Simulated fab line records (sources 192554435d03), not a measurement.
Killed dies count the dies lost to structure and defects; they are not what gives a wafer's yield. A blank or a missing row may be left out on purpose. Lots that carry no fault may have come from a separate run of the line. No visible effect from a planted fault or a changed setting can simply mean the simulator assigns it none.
Matching of chambers :: flow n5-finfet :: 3 sister chambers for N5_BEOL_M4_CO_CAP_55 on cvd-co-01
The step material Co, precursor CCTBA/H2, target thk 2 nm, time 102.1 s. 33 wafers are shown with their chamber, then 12 later ones without.

## EACH WAFER AND ITS CHAMBER
wafer: L076.2
chamber: 0
heater-power-w (W): 256

wafer: L076.3
chamber: 2
heater-power-w (W): 189

wafer: L076.6
chamber: 1
heater-power-w (W): 242

wafer: L077.1
chamber: 0
heater-power-w (W): 256

wafer: L077.2
chamber: 2
heater-power-w (W): 196

wafer: L077.4
chamber: 2
heater-power-w (W): 194

wafer: L080.2
chamber: 2
heater-power-w (W): 195

wafer: L080.3
chamber: 0
heater-power-w (W): 252

wafer: L080.4
chamber: 0
heater-power-w (W): 259

wafer: L079.1
chamber: 1
heater-power-w (W): 245

wafer: L079.3
chamber: 2
heater-power-w (W): 191

wafer: L079.5
chamber: 1
heater-power-w (W): 238

wafer: L081.1
chamber: 0
heater-power-w (W): 258

wafer: L081.3
chamber: 1
heater-power-w (W): 240

wafer: L081.6
chamber: 1
heater-power-w (W): 249

wafer: L083.3
chamber: 2
heater-power-w (W): 197

wafer: L083.4
chamber: 0
heater-power-w (W): 255

wafer: L083.5
chamber: 1
heater-power-w (W): 241

wafer: L084.1
chamber: 1
heater-power-w (W): 244

wafer: L084.2
chamber: 0
heater-power-w (W): 257

wafer: L084.5
chamber: 0
heater-power-w (W): 253

wafer: L088.1
chamber: 0
heater-power-w (W): 255

wafer: L088.5
chamber: 0
heater-power-w (W): 256

wafer: L088.6
chamber: 1
heater-power-w (W): 241

wafer: L091.4
chamber: 0
heater-power-w (W): 252

wafer: L091.5
chamber: 1
heater-power-w (W): 238

wafer: L091.6
chamber: 2
heater-power-w (W): 194

wafer: L090.1
chamber: 2
heater-power-w (W): 190

wafer: L090.2
chamber: 1
heater-power-w (W): 247

wafer: L090.6
chamber: 2
heater-power-w (W): 200

wafer: L092.1
chamber: 2
heater-power-w (W): 197

wafer: L092.2
chamber: 0
heater-power-w (W): 251

wafer: L092.4
chamber: 1
heater-power-w (W): 241

SIGNATURES (means of the wafers above)
reading: heater-power-w
chamber 0: 255.00
chamber 1: 242.36
chamber 2: 194.30
scatter within a chamber: 3.18
Rule: for a wafer and a chamber, the distance is found by dividing, reading by reading, the gap between the wafer's reading and the chamber's mean by the reading's scatter, squaring, summing and taking the root. The wafer belongs to the nearest chamber; if the next one is less than 2 further off, it can't be placed. The scatter: take each reading less its chamber's mean, square it, sum over the shown wafers, divide by the number of wafers less the number of chambers, and take the root.

## WAFERS MISSING THEIR CHAMBER
wafer: L093.1
heater-power-w (W): 254

wafer: L093.3
heater-power-w (W): 196

wafer: L093.4
heater-power-w (W): 195

wafer: L095.2
heater-power-w (W): 200

wafer: L095.4
heater-power-w (W): 261

wafer: L095.5
heater-power-w (W): 251

wafer: L094.1
heater-power-w (W): 193

wafer: L094.3
heater-power-w (W): 256

wafer: L094.6
heater-power-w (W): 198

wafer: L097.1
heater-power-w (W): 199

wafer: L097.4
heater-power-w (W): 244

wafer: L097.6
heater-power-w (W): 192

## EACH ONE'S CHAMBER
wafer: L093.1
from the rows above: 0
in truth: 0

wafer: L093.3
from the rows above: 2
in truth: 2

wafer: L093.4
from the rows above: 2
in truth: 2

wafer: L095.2
from the rows above: 2
in truth: 2

wafer: L095.4
from the rows above: 0
in truth: 0

wafer: L095.5
from the rows above: can't be placed: 0 or 1
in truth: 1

wafer: L094.1
from the rows above: 2
in truth: 2

wafer: L094.3
from the rows above: 0
in truth: 0

wafer: L094.6
from the rows above: 2
in truth: 2

wafer: L097.1
from the rows above: 2
in truth: 2

wafer: L097.4
from the rows above: 1
in truth: 1

wafer: L097.6
from the rows above: 2
in truth: 2
Placed correctly: 11 of 12. These rows do not allow placing 1 (true chamber among the candidates in 1). Wrongly placed: 0.
